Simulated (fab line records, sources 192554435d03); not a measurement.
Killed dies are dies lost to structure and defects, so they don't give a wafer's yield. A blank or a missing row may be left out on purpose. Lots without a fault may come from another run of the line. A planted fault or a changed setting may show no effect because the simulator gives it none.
Chamber matching | flow n5_finfet | N5_BEOL_M2_STRIP_19 on rie_diel-04: 3 sister chambers
The step strips in O2. 16 wafers are shown with their chamber, then 8 later ones without.

WAFERS WITH THEIR CHAMBER
wafer  | chamber | drypump_motor_current_A (A) | oes_product_au (a.u.) | throttle_valve_pct (%)
L077.3 | 3       | 6.16                        | 0.79                  | 16.87
L077.4 | 2       | 5.78                        | 0.69                  | 17.04
L077.6 | 2       | 5.75                        | 0.70                  | 17.04
L078.1 | 3       | 6.13                        | 0.80                  | 16.88
L078.2 | 2       | 5.80                        | 0.70                  | 17.04
L078.4 | 1       | 6.06                        | 0.76                  | 17.00
L080.1 | 2       | 5.81                        | 0.69                  | 17.04
L080.4 | 1       | 6.06                        | 0.75                  | 16.98
L080.6 | 3       | 6.12                        | 0.79                  | 16.89
L082.2 | 1       | 6.05                        | 0.76                  | 16.99
L082.3 | 2       | 5.79                        | 0.69                  | 17.05
L082.6 | 2       | 5.76                        | 0.69                  | 17.06
L089.1 | 2       | 5.76                        | 0.68                  | 17.07
L089.4 | 1       | 6.06                        | 0.74                  | 17.02
L089.6 | 1       | 6.03                        | 0.74                  | 17.01
L091.2 | 3       | 6.13                        | 0.76                  | 16.94

SIGNATURES (means of the wafers above)
reading                 | chamber 1 | chamber 2 | chamber 3 | scatter within a chamber
drypump_motor_current_A | 6.0520    | 5.7786    | 6.1350    | 0.0189
oes_product_au          | 0.7500    | 0.6914    | 0.7850    | 0.011
throttle_valve_pct      | 17.0000   | 17.0486   | 16.8950   | 0.0192
Rule: a wafer's distance from a chamber is the root of the sum, over the readings, of the square of ((its reading less the chamber's mean) divided by the reading's scatter). The wafer belongs to the nearest chamber; if the next one is less than 2 further off, it can't be placed. The scatter: the root of (the sum of the squares of (reading less its chamber's mean) over the shown wafers, divided by (wafers less chambers)).

WAFERS WITHOUT THEIR CHAMBER
wafer  | drypump_motor_current_A (A) | oes_product_au (a.u.) | throttle_valve_pct (%)
L091.3 | 5.82                        | 1.00                  | 16.63
L091.5 | 6.15                        | 0.76                  | 16.92
L093.3 | 5.81                        | 0.98                  | 16.63
L093.4 | 5.78                        | 0.99                  | 16.64
L093.6 | 6.13                        | 0.76                  | 16.93
L092.1 | 5.82                        | 1.00                  | 16.64
L092.4 | 6.04                        | 0.73                  | 17.03
L092.5 | 6.11                        | 0.76                  | 16.94

WHICH CHAMBER EACH WENT THROUGH
wafer  | from the rows above     | in truth
L091.3 | 3                       | 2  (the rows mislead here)
L091.5 | 3                       | 3
L093.3 | 3                       | 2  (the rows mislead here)
L093.4 | 3                       | 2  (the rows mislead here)
L093.6 | 3                       | 3
L092.1 | 3                       | 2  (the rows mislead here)
L092.4 | 1                       | 1
L092.5 | can't be placed: 3 or 1 | 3
Placed correctly: 3 of 8. Can't be placed from these rows: 1 (the true chamber is among the candidates in 1). Placed wrongly: 4.
